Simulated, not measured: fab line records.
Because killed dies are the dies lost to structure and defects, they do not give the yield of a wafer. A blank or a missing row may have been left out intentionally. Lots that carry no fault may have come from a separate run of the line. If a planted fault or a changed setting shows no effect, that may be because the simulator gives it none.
Chamber matching -- flow n5-finfet -- N5_SPACER0_ALD_00 on ald-sin-02: 4 sister chambers
The step deposits SiOCN, target thk 3.5 nm, pulse time 3 s, purge time 2 s. 4 wafers are shown with their chamber, then 9 later ones without.

== EACH WAFER AND ITS CHAMBER ==
wafer,chamber,heater-power-w (W)
L077.6,3,745
L092.1,2,839
L092.4,0,716
L092.6,1,837

== WAFERS MISSING THEIR CHAMBER ==
wafer,heater-power-w (W)
L093.3,743
L093.4,858
L093.6,873
L094.1,718
L094.2,724
L094.6,865
L095.1,740
L095.2,859
L095.4,739

== WHICH CHAMBER EACH WENT THROUGH ==
wafer,from the rows above,in truth
L093.3,can't be placed: 3 or 0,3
L093.4,can't be placed: 2 or 1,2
L093.6,can't be placed: 2 or 1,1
L094.1,can't be placed: 0 or 3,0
L094.2,can't be placed: 0 or 3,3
L094.6,can't be placed: 2 or 1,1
L095.1,can't be placed: 3 or 0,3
L095.2,can't be placed: 2 or 1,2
L095.4,can't be placed: 3 or 0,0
0 of 9 placed correctly. Can't be placed from these rows: 9 (the true chamber is among the candidates in 9). Placed wrongly: 0.
How it was worked out, from the rows above alone: a wafer's distance from a chamber is the root of the sum, over the readings, of the square of ((its reading less the chamber's mean) divided by the reading's scatter). If the next closest chamber is less than 2 further off than the closest, the wafer can't be placed; otherwise it belongs to the closest. A chamber's mean is the mean of its shown wafers. The scatter: with one shown wafer a chamber, the root of the mean of the squares of how far each hidden wafer lies from its nearest shown one.
